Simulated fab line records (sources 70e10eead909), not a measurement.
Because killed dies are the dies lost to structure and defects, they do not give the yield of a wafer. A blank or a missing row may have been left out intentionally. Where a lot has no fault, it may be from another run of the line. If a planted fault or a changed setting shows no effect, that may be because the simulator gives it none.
Which tool was responsible? / flow nand harc / 12 lots with 36 wafers sampled at 5 steps, on a route of 1159 steps

== WHAT THE GAUGES SHOWED, per wafer ==
NHARC_END_WLT_00. Usual: VT_DECK1_BOTTOM 0.874, standard deviation 0.0075; VT_DECK1_BOTTOM_INNER 0.873, standard deviation 0.0077; VT_DECK1_MEDIAN_NEAR_BOTTOM 0.874, standard deviation 0.0071; VT_DECK1_MEDIAN_NEAR_BOTTOM_INNER 0.873, standard deviation 0.0073; VT_DECK1_MIDDLE 0.887, standard deviation 0.0071; VT_DECK1_MIDDLE_INNER 0.887, standard deviation 0.0066; VT_DECK1_TOP 0.899, standard deviation 0.0064; VT_DECK1_TOP_INNER 0.899, standard deviation 0.007.
lot=L495; measured=day 20 02:41; on=prober-01; VT_DECK1_BOTTOM=0.874 0.865 0.881; VT_DECK1_BOTTOM_INNER=0.869 0.868 0.867; VT_DECK1_MEDIAN_NEAR_BOTTOM=0.874 0.875 0.877; VT_DECK1_MEDIAN_NEAR_BOTTOM_INNER=0.877 0.863 0.882; VT_DECK1_MIDDLE=0.889 0.893 0.890; VT_DECK1_MIDDLE_INNER=0.894 0.891 0.890; VT_DECK1_TOP=0.898 0.902 0.897; VT_DECK1_TOP_INNER=0.902 0.901 0.903; flag=
lot=L498; measured=day 20 01:49; on=prober-02; VT_DECK1_BOTTOM=0.883 0.865 0.873; VT_DECK1_BOTTOM_INNER=0.883 0.866 0.877; VT_DECK1_MEDIAN_NEAR_BOTTOM=0.875 0.871 0.883; VT_DECK1_MEDIAN_NEAR_BOTTOM_INNER=0.881 0.861 0.865; VT_DECK1_MIDDLE=0.894 0.888 0.887; VT_DECK1_MIDDLE_INNER=0.891 0.883 0.899; VT_DECK1_TOP=0.906 0.906 0.907; VT_DECK1_TOP_INNER=0.904 0.903 0.904; flag=
lot=L496; measured=day 20 16:24; on=prober-01; VT_DECK1_BOTTOM=0.882 0.884 0.876; VT_DECK1_BOTTOM_INNER=0.876 0.879 0.881; VT_DECK1_MEDIAN_NEAR_BOTTOM=0.879 0.883 0.873; VT_DECK1_MEDIAN_NEAR_BOTTOM_INNER=0.890 0.875 0.885; VT_DECK1_MIDDLE=0.900 0.893 0.893; VT_DECK1_MIDDLE_INNER=0.893 0.890 0.891; VT_DECK1_TOP=0.911 0.899 0.900; VT_DECK1_TOP_INNER=0.903 0.898 0.896; flag=
lot=L499; measured=day 20 17:24; on=prober-02; VT_DECK1_BOTTOM=0.866 0.858 0.870; VT_DECK1_BOTTOM_INNER=0.869 0.863 0.868; VT_DECK1_MEDIAN_NEAR_BOTTOM=0.870 0.862 0.871; VT_DECK1_MEDIAN_NEAR_BOTTOM_INNER=0.869 0.864 0.867; VT_DECK1_MIDDLE=0.891 0.883 0.878; VT_DECK1_MIDDLE_INNER=0.890 0.887 0.885; VT_DECK1_TOP=0.888 0.898 0.891; VT_DECK1_TOP_INNER=0.892 0.886 0.894; flag=
lot=L501; measured=day 20 23:46; on=prober-01; VT_DECK1_BOTTOM=0.872 0.882 0.876; VT_DECK1_BOTTOM_INNER=0.877 0.874 0.872; VT_DECK1_MEDIAN_NEAR_BOTTOM=0.877 0.882 0.872; VT_DECK1_MEDIAN_NEAR_BOTTOM_INNER=0.872 0.876 0.880; VT_DECK1_MIDDLE=0.877 0.891 0.882; VT_DECK1_MIDDLE_INNER=0.892 0.884 0.887; VT_DECK1_TOP=0.895 0.888 0.897; VT_DECK1_TOP_INNER=0.902 0.900 0.890; flag=
lot=L500; measured=day 21 14:26; on=prober-02; VT_DECK1_BOTTOM=0.874 0.862 0.862; VT_DECK1_BOTTOM_INNER=0.865 0.876 0.870; VT_DECK1_MEDIAN_NEAR_BOTTOM=0.866 0.869 0.868; VT_DECK1_MEDIAN_NEAR_BOTTOM_INNER=0.860 0.865 0.865; VT_DECK1_MIDDLE=0.881 0.882 0.887; VT_DECK1_MIDDLE_INNER=0.888 0.886 0.880; VT_DECK1_TOP=0.892 0.894 0.903; VT_DECK1_TOP_INNER=0.902 0.894 0.901; flag=
lot=L504; measured=day 21 06:44; on=prober-02; VT_DECK1_BOTTOM=0.875 0.891 0.871; VT_DECK1_BOTTOM_INNER=0.874 0.879 0.873; VT_DECK1_MEDIAN_NEAR_BOTTOM=0.874 0.881 0.874; VT_DECK1_MEDIAN_NEAR_BOTTOM_INNER=0.872 0.888 0.872; VT_DECK1_MIDDLE=0.894 0.895 0.896; VT_DECK1_MIDDLE_INNER=0.890 0.889 0.883; VT_DECK1_TOP=0.901 0.894 0.902; VT_DECK1_TOP_INNER=0.897 0.909 0.898; flag=
lot=L510; measured=day 22 15:11; on=prober-02; VT_DECK1_BOTTOM=0.869 0.877 0.874; VT_DECK1_BOTTOM_INNER=0.864 0.871 0.875; VT_DECK1_MEDIAN_NEAR_BOTTOM=0.864 0.874 0.875; VT_DECK1_MEDIAN_NEAR_BOTTOM_INNER=0.871 0.866 0.878; VT_DECK1_MIDDLE=0.876 0.880 0.888; VT_DECK1_MIDDLE_INNER=0.886 0.884 0.881; VT_DECK1_TOP=0.899 0.893 0.897; VT_DECK1_TOP_INNER=0.904 0.901 0.899; flag=
lot=L515; measured=day 24 09:20; on=prober-01; VT_DECK1_BOTTOM=0.884 0.885 0.889; VT_DECK1_BOTTOM_INNER=0.882 0.879 0.885; VT_DECK1_MEDIAN_NEAR_BOTTOM=0.885 0.889 0.892; VT_DECK1_MEDIAN_NEAR_BOTTOM_INNER=0.882 0.891 0.892; VT_DECK1_MIDDLE=0.903 0.891 0.896; VT_DECK1_MIDDLE_INNER=0.896 0.893 0.891; VT_DECK1_TOP=0.901 0.912 0.902; VT_DECK1_TOP_INNER=0.899 0.913 0.916; flag=
lot=L518; measured=day 26 16:35; on=prober-02; VT_DECK1_BOTTOM=0.875 0.869 0.877; VT_DECK1_BOTTOM_INNER=0.878 0.869 0.876; VT_DECK1_MEDIAN_NEAR_BOTTOM=0.882 0.868 0.889; VT_DECK1_MEDIAN_NEAR_BOTTOM_INNER=0.878 0.876 0.885; VT_DECK1_MIDDLE=0.888 0.904 0.897; VT_DECK1_MIDDLE_INNER=0.885 0.881 0.896; VT_DECK1_TOP=0.902 0.902 0.898; VT_DECK1_TOP_INNER=0.907 0.907 0.904; flag=

NHARC_END_SORT_01. Usual: defect limited yield 95.5 %, standard deviation 1.8; killed at array 27, standard deviation 11; killed at other 0.6, standard deviation 1; killed at periphery 3.0, standard deviation 2.1; killed dies 31, standard deviation 12; killed open 3.2, standard deviation 1.7; killed short 1.7, standard deviation 1.4; sort_bin_2_pct 1.4 %, standard deviation 0.68; sort_bin_3_pct 0.25 %, standard deviation 0.2; sort_bin_4_pct 2.9 %, standard deviation 1.2; sort n pass 646, standard deviation 12; sort rim yield pct 95.7 %, standard deviation 2.8; sort yield pct 95.5 %, standard deviation 1.8.
lot=L501; measured=day 21 03:04; on=prober-01; defect limited yield (%)=96.5 97.9 96.6; killed at array=20 14 21; killed at other=0 0 0; killed at periphery=4 0 2; killed dies=24 14 23; killed open=4 0 2; killed short=4 1 1; sort_bin_2_pct (%)=1.3 0.3 1.0; sort_bin_3_pct (%)=0.44 0.30 0; sort_bin_4_pct (%)=1.8 1.5 2.4; sort n pass=653 663 654; sort rim yield pct (%)=94.3 99.1 97.2; sort yield pct (%)=96.5 97.9 96.6; flag=
lot=L507; measured=day 22 16:02; on=prober-01; defect limited yield (%)=0 0 0; killed at array=42 35 46; killed at other=631 639 626; killed at periphery=4 3 5; killed dies=677 677 677; killed open=4 0 4; killed short=1 0 5; sort_bin_2_pct (%)=2.5 1.2 1.8; sort_bin_3_pct (%)=93.21 94.53 93.06; sort_bin_4_pct (%)=4.3 4.3 5.2; sort n pass=0 0 0; sort rim yield pct (%)=0 0 0; sort yield pct (%)=0 0 0; flag=OFF
lot=L509; measured=day 23 12:03; on=prober-02; defect limited yield (%)=0 0 0; killed at array=22 32 29; killed at other=650 642 646; killed at periphery=5 3 2; killed dies=677 677 677; killed open=4 6 7; killed short=3 2 1; sort_bin_2_pct (%)=1.3 1.3 1.0; sort_bin_3_pct (%)=96.16 95.27 95.42; sort_bin_4_pct (%)=2.5 3.4 3.5; sort n pass=0 0 0; sort rim yield pct (%)=0 0 0; sort yield pct (%)=0 0 0; flag=OFF

== WHICH TOOL RAN EACH LOT (tool, then ch and the chambers of the sampled wafers, then the start) ==
lot=L495; NHARC_THIN_TSV_ETCH_15=rie si-05 ch 0,1,2, day 19 03:26; NHARC_THIN_TSV_PRE_CLEAN_50=pvd sputter-01, day 19 08:56 or earlier; NHARC_THIN_TSV_ETCH_59=rie metal-03 ch 0,1, day 19 08:56
lot=L498; NHARC_THIN_TSV_ETCH_15=rie si-02 ch 1,2,3, day 19 04:37; NHARC_THIN_TSV_PRE_CLEAN_50=pvd sputter-01, day 19 10:01 or earlier; NHARC_THIN_TSV_ETCH_59=rie metal-02 ch 0,1, day 19 10:01
lot=L496; NHARC_THIN_TSV_ETCH_15=rie si-03 ch 0,2,3, day 19 05:49; NHARC_THIN_TSV_PRE_CLEAN_50=pvd sputter-01, day 19 11:32 or earlier; NHARC_THIN_TSV_ETCH_59=rie metal-01 ch 0,1, day 19 11:32
lot=L499; NHARC_THIN_TSV_ETCH_15=rie si-05 ch 1,2,3, day 19 13:22; NHARC_THIN_TSV_PRE_CLEAN_50=pvd sputter-02, day 19 18:47 or earlier; NHARC_THIN_TSV_ETCH_59=rie metal-01 ch 0,1, day 19 18:47
lot=L501; NHARC_THIN_TSV_ETCH_15=rie si-02 ch 1,2,3, day 20 02:44; NHARC_THIN_TSV_PRE_CLEAN_50=pvd sputter-01, day 20 08:22 or earlier; NHARC_THIN_TSV_ETCH_59=rie metal-01 ch 0,1, day 20 08:22
lot=L500; NHARC_THIN_TSV_ETCH_15=rie si-05 ch 0,1, day 20 19:34; NHARC_THIN_TSV_PRE_CLEAN_50=pvd sputter-01, day 21 00:52 or earlier; NHARC_THIN_TSV_ETCH_59=rie metal-03 ch 0, day 21 00:52
lot=L504; NHARC_THIN_TSV_ETCH_15=rie si-02 ch 1,2,3, day 20 21:41; NHARC_THIN_TSV_PRE_CLEAN_50=pvd sputter-02, day 21 03:20 or earlier; NHARC_THIN_TSV_ETCH_59=rie metal-02 ch 0,1, day 21 03:20
lot=L507; NHARC_THIN_TSV_ETCH_15=rie si-02 ch 1,2, day 21 22:07; NHARC_THIN_TSV_PRE_CLEAN_50=pvd sputter-02, day 22 03:52 or earlier; NHARC_THIN_TSV_ETCH_59=rie metal-02 ch 1, day 22 03:52
lot=L510; NHARC_THIN_TSV_ETCH_15=rie si-05 ch 0,3, day 21 23:35; NHARC_THIN_TSV_PRE_CLEAN_50=pvd sputter-02, day 22 04:56 or earlier; NHARC_THIN_TSV_ETCH_59=rie metal-01 ch 0,1, day 22 04:56
lot=L509; NHARC_THIN_TSV_ETCH_15=rie si-02 ch 0,1,3, day 22 23:17; NHARC_THIN_TSV_PRE_CLEAN_50=pvd sputter-03, day 23 04:40 or earlier; NHARC_THIN_TSV_ETCH_59=rie metal-02 ch 0,1, day 23 04:40
lot=L515; NHARC_THIN_TSV_ETCH_15=rie si-05 ch 0,2,3, day 23 22:17; NHARC_THIN_TSV_PRE_CLEAN_50=pvd sputter-01, day 24 03:42 or earlier; NHARC_THIN_TSV_ETCH_59=rie metal-03 ch 0,1, day 24 03:42
lot=L518; NHARC_THIN_TSV_ETCH_15=rie si-02 ch 0,1,2, day 26 06:21; NHARC_THIN_TSV_PRE_CLEAN_50=pvd sputter-03, day 26 11:50 or earlier; NHARC_THIN_TSV_ETCH_59=rie metal-02 ch 0,1, day 26 11:50
- NHARC_THIN_TSV_ETCH_15: target depth 3000 nm, bosch target overetch cycles 2, bosch etch step 2.8 s.
- NHARC_THIN_TSV_PRE_CLEAN_50: time 30 s.
- NHARC_THIN_TSV_ETCH_59: etches the open film in Cl2/BCl3, target depth 880 nm, time 138.1 s.

== WHAT THE TOOLS THEMSELVES READ (means of the sampled wafers that have a number; where no wafer has one, the mark that the record gives instead) ==
NHARC_THIN_TSV_ETCH_15. Usual: drypump motor current A reads 5.4 A (standard deviation 0.44).
lot=L495; tool=rie si-05; drypump motor current A (A)=5.4; flag=
lot=L498; tool=rie si-02; drypump motor current A (A)=5.3; flag=
lot=L496; tool=rie si-03; drypump motor current A (A)=5.7; flag=
lot=L499; tool=rie si-05; drypump motor current A (A)=5.8; flag=
lot=L501; tool=rie si-02; drypump motor current A (A)=5.3; flag=
lot=L500; tool=rie si-05; drypump motor current A (A)=5.0; flag=
lot=L504; tool=rie si-02; drypump motor current A (A)=5.3; flag=
lot=L507; tool=rie si-02; drypump motor current A (A)=5.6; flag=
lot=L510; tool=rie si-05; drypump motor current A (A)=5.1; flag=
lot=L509; tool=rie si-02; drypump motor current A (A)=5.5; flag=
lot=L515; tool=rie si-05; drypump motor current A (A)=5.5; flag=
lot=L518; tool=rie si-02; drypump motor current A (A)=5.5; flag=

NHARC_THIN_TSV_PRE_CLEAN_50. Usual: heater power w reads 419 W (standard deviation 56).
lot=L495; tool=pvd sputter-01; heater power w (W)=401; flag=
lot=L498; tool=pvd sputter-01; heater power w (W)=396; flag=
lot=L496; tool=pvd sputter-01; heater power w (W)=427; flag=
lot=L499; tool=pvd sputter-02; heater power w (W)=446; flag=
lot=L501; tool=pvd sputter-01; heater power w (W)=423; flag=
lot=L500; tool=pvd sputter-01; heater power w (W)=410; flag=
lot=L504; tool=pvd sputter-02; heater power w (W)=380; flag=
lot=L507; tool=pvd sputter-02; heater power w (W)=456; flag=
lot=L510; tool=pvd sputter-02; heater power w (W)=377; flag=
lot=L509; tool=pvd sputter-03; heater power w (W)=390; flag=
lot=L515; tool=pvd sputter-01; heater power w (W)=417; flag=
lot=L518; tool=pvd sputter-03; heater power w (W)=449; flag=

NHARC_THIN_TSV_ETCH_59. Usual: drypump motor current A 5.8 A, standard deviation 0.37; oes product au 0.999 a.u., standard deviation 0.011; throttle valve pct 22.264 %, standard deviation 0.0087.
lot=L495; tool=rie metal-03; drypump motor current A (A)=5.8; oes product au (a.u.)=1.000; throttle valve pct (%)=22.262; flag=
lot=L498; tool=rie metal-02; drypump motor current A (A)=5.7; oes product au (a.u.)=0.999; throttle valve pct (%)=22.268; flag=
lot=L496; tool=rie metal-01; drypump motor current A (A)=6.0; oes product au (a.u.)=1.007; throttle valve pct (%)=22.261; flag=
lot=L499; tool=rie metal-01; drypump motor current A (A)=5.7; oes product au (a.u.)=0.996; throttle valve pct (%)=22.266; flag=
lot=L501; tool=rie metal-01; drypump motor current A (A)=6.0; oes product au (a.u.)=1.007; throttle valve pct (%)=22.269; flag=
lot=L500; tool=rie metal-03; drypump motor current A (A)=6.0; oes product au (a.u.)=0.991; throttle valve pct (%)=22.263; flag=
lot=L504; tool=rie metal-02; drypump motor current A (A)=5.7; oes product au (a.u.)=0.998; throttle valve pct (%)=22.264; flag=
lot=L507; tool=rie metal-02; drypump motor current A (A)=6.3; oes product au (a.u.)=0.894; throttle valve pct (%)=22.258; flag=OFF
lot=L510; tool=rie metal-01; drypump motor current A (A)=5.7; oes product au (a.u.)=0.997; throttle valve pct (%)=22.260; flag=
lot=L509; tool=rie metal-02; drypump motor current A (A)=5.8; oes product au (a.u.)=0.880; throttle valve pct (%)=22.267; flag=OFF
lot=L515; tool=rie metal-03; drypump motor current A (A)=5.6; oes product au (a.u.)=1.011; throttle valve pct (%)=22.259; flag=
lot=L518; tool=rie metal-02; drypump motor current A (A)=5.8; oes product au (a.u.)=1.001; throttle valve pct (%)=22.267; flag=

== THE ANSWER, worked out from the rows above alone ==
Rule: lot off if the mean of its wafers having a number is beyond 3 standard deviations from the usual mean. Also off: a lot with no number at a reading for which 4 or more lots have one. The other lots that the step has rows for count as sound. First the gauges in route order, then the tools' own readings, where a lot's mean is used as printed above. At the first step where some lot is off, the reading lying furthest off is the one used; lots without a number count as furthest.
Off at NHARC_END_SORT_01 (killed at other): L507, L509. Neither off nor sound, because the step has no rows for them: L495, L498, L496, L499, L500, L504, L510, L515, L518.
If a tool, at a process step before that reading, ran all the lots that are off and no sound lot after the first of them, it fits. Not tried: the gauges at NHARC_END_SORT_01; whatever is off there is also off at NHARC_THIN_TSV_ETCH_59, on other tools, and gauge error can't account for it. NHARC_THIN_TSV_PRE_CLEAN_50: start missing for some lots; hours and lot order therefore follow NHARC_THIN_TSV_ETCH_59. Can't be told from this: 2 tools fit, rie si-02 at NHARC_THIN_TSV_ETCH_15, rie metal-02 at NHARC_THIN_TSV_ETCH_59.

== WHAT WAS PUT IN BY THE SIMULATOR ==
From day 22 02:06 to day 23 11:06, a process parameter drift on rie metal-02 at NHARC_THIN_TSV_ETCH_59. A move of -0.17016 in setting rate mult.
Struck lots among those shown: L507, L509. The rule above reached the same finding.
